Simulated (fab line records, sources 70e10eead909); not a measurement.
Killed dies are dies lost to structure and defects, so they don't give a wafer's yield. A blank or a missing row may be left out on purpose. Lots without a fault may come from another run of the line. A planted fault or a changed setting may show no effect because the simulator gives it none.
Chamber matching | flow nand_harc | NHARC_A_STAIRCASE_TRIM_187 on rie_diel-06: 4 sister chambers
The step chemistry O2, time 211.2 s. 27 wafers are shown with their chamber, then 12 later ones without.

WAFERS WITH THEIR CHAMBER
wafer  | chamber | showerhead_plenum_p_Torr (Torr) | drypump_motor_current_A (A) | oes_product_au (a.u.)
L076.1 | 2       | 3.44                            | 5.4                         | 0.985
L076.2 | 0       | 3.60                            | 6.2                         | 1.002
L076.5 | 1       | 3.52                            | 5.7                         | 0.989
L074.1 | 3       | 3.61                            | 6.2                         | 1.012
L074.3 | 2       | 3.44                            | 5.5                         | 1.000
L074.4 | 0       | 3.60                            | 6.2                         | 0.992
L077.1 | 0       | 3.60                            | 6.2                         | 1.005
L077.5 | 0       | 3.60                            | 6.2                         | 0.999
L077.6 | 1       | 3.52                            | 5.8                         | 0.996
L079.1 | 0       | 3.60                            | 6.2                         | 1.007
L079.3 | 3       | 3.60                            | 6.1                         | 0.999
L079.5 | 3       | 3.60                            | 6.1                         | 1.005
L080.4 | 2       | 3.44                            | 5.5                         | 0.994
L080.5 | 3       | 3.60                            | 6.1                         | 0.998
L080.6 | 0       | 3.60                            | 6.2                         | 1.001
L081.1 | 0       | 3.60                            | 6.2                         | 0.996
L081.2 | 1       | 3.52                            | 5.8                         | 1.002
L081.4 | 3       | 3.60                            | 6.2                         | 1.006
L085.1 | 0       | 3.59                            | 6.2                         | 1.000
L085.4 | 1       | 3.51                            | 5.7                         | 1.009
L085.5 | 2       | 3.43                            | 5.5                         | 0.995
L085.2 | 3       | 3.60                            | 6.1                         | 1.008
L085.3 | 2       | 3.44                            | 5.4                         | 0.994
L085.6 | 1       | 3.51                            | 5.7                         | 0.988
L087.2 | 2       | 3.43                            | 5.4                         | 0.998
L087.4 | 0       | 3.59                            | 6.2                         | 0.992
L087.5 | 2       | 3.43                            | 5.4                         | 0.988

SIGNATURES (means of the wafers above)
reading                  | chamber 0 | chamber 1 | chamber 2 | chamber 3 | scatter within a chamber
showerhead_plenum_p_Torr | 3.5978    | 3.5160    | 3.4357    | 3.6017    | 0.0048
drypump_motor_current_A  | 6.200     | 5.740     | 5.443     | 6.133     | 0.043
oes_product_au           | 0.99933   | 0.99680   | 0.99343   | 1.00467   | 0.00606
Rule: a wafer's distance from a chamber is the root of the sum, over the readings, of the square of ((its reading less the chamber's mean) divided by the reading's scatter). The wafer belongs to the nearest chamber; if the next one is less than 2 further off, it can't be placed. The scatter: the root of (the sum of the squares of (reading less its chamber's mean) over the shown wafers, divided by (wafers less chambers)).

WAFERS WITHOUT THEIR CHAMBER
wafer  | showerhead_plenum_p_Torr (Torr) | drypump_motor_current_A (A) | oes_product_au (a.u.)
L087.1 | 3.59                            | 6.1                         | 0.999
L087.3 | 3.51                            | 5.7                         | 0.995
L087.6 | 3.59                            | 6.2                         | 1.003
L092.2 | 3.42                            | 5.5                         | 0.993
L092.5 | 3.50                            | 5.8                         | 0.992
L092.6 | 3.42                            | 5.5                         | 0.997
L091.4 | 3.58                            | 6.1                         | 1.001
L091.5 | 3.42                            | 5.4                         | 1.008
L091.6 | 3.50                            | 5.8                         | 1.005
L095.1 | 3.50                            | 5.8                         | 0.993
L095.2 | 3.58                            | 6.2                         | 1.019
L095.6 | 3.50                            | 5.8                         | 1.012

WHICH CHAMBER EACH WENT THROUGH
wafer  | from the rows above     | in truth
L087.1 | can't be placed: 3 or 0 | 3
L087.3 | 1                       | 1
L087.6 | can't be placed: 0 or 3 | 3
L092.2 | 2                       | 2
L092.5 | 1                       | 1
L092.6 | 2                       | 2
L091.4 | can't be placed: 0 or 3 | 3
L091.5 | 2                       | 2
L091.6 | 1                       | 1
L095.1 | 1                       | 1
L095.2 | can't be placed: 0 or 3 | 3
L095.6 | 1                       | 1
Placed correctly: 8 of 12. Can't be placed from these rows: 4 (the true chamber is among the candidates in 4). Placed wrongly: 0.
